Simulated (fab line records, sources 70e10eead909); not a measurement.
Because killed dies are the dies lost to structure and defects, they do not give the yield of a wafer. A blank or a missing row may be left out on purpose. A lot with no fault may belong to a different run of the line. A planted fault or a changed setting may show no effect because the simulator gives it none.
One fault seen from 2 desks | flow nand-harc | numbers are kept per desk, each desk with only its own; the story behind them comes last

== THE DEFECT DESK ==
Lot by lot, what the route's inspections counted, given as the mean of those sampled wafers with a number. Any lot whose mean is over 4 standard deviations away from the usual mean is out of limits and marked OUT; that distance is given in the brackets.
Columns: A = raw-defect-count at NHARC_P_CONTACT_INSPECT_27, usual 305
lot  | first seen here | A
L189 | day 5 20:08     | 107
L192 | day 6 10:22     | 277
L193 | day 6 10:47     | 438
L195 | day 7 06:14     | 410
L203 | day 8 20:43     | 312
L201 | day 9 01:44     | 302
L204 | day 9 17:16     | 259
L206 | day 10 00:00    | 198
L207 | day 10 09:59    | 227
L209 | day 10 18:55    | 324
L210 | day 10 19:26    | 382
L211 | day 11 09:47    | 268
L212 | day 11 10:14    | 271
This desk found nothing out of limits on any of the 13 lots.

== FOR THE TOOL OWNER'S DESK: pvd-sputter-03 ==
The tool's own readings at NHARC_P_CONTACT_PRE_CLEAN_39 (time 19.5 s): means of the sampled wafers that have a number, for each lot that ran on this tool. Any lot whose mean is over 4 standard deviations away from the usual mean is out of limits and marked OUT; that distance is given in the brackets.
Columns: A = bias-v at NHARC_P_CONTACT_PRE_CLEAN_39, usual 250.4 V
lot  | first seen here | A
L192 | day 6 08:39     | 249.9
L203 | day 8 18:56     | 249.2
L201 | day 8 21:28     | 250.0
L211 | day 11 08:20    | 248.7
L212 | day 11 08:47    | 249.3
This desk found nothing out of limits on any of the 5 lots.

== PUT TOGETHER ==
Nothing out of limits was seen by the defect desk.
The tool owner's desk saw nothing out of limits.

== WHAT WAS PUT IN BY THE SIMULATOR ==
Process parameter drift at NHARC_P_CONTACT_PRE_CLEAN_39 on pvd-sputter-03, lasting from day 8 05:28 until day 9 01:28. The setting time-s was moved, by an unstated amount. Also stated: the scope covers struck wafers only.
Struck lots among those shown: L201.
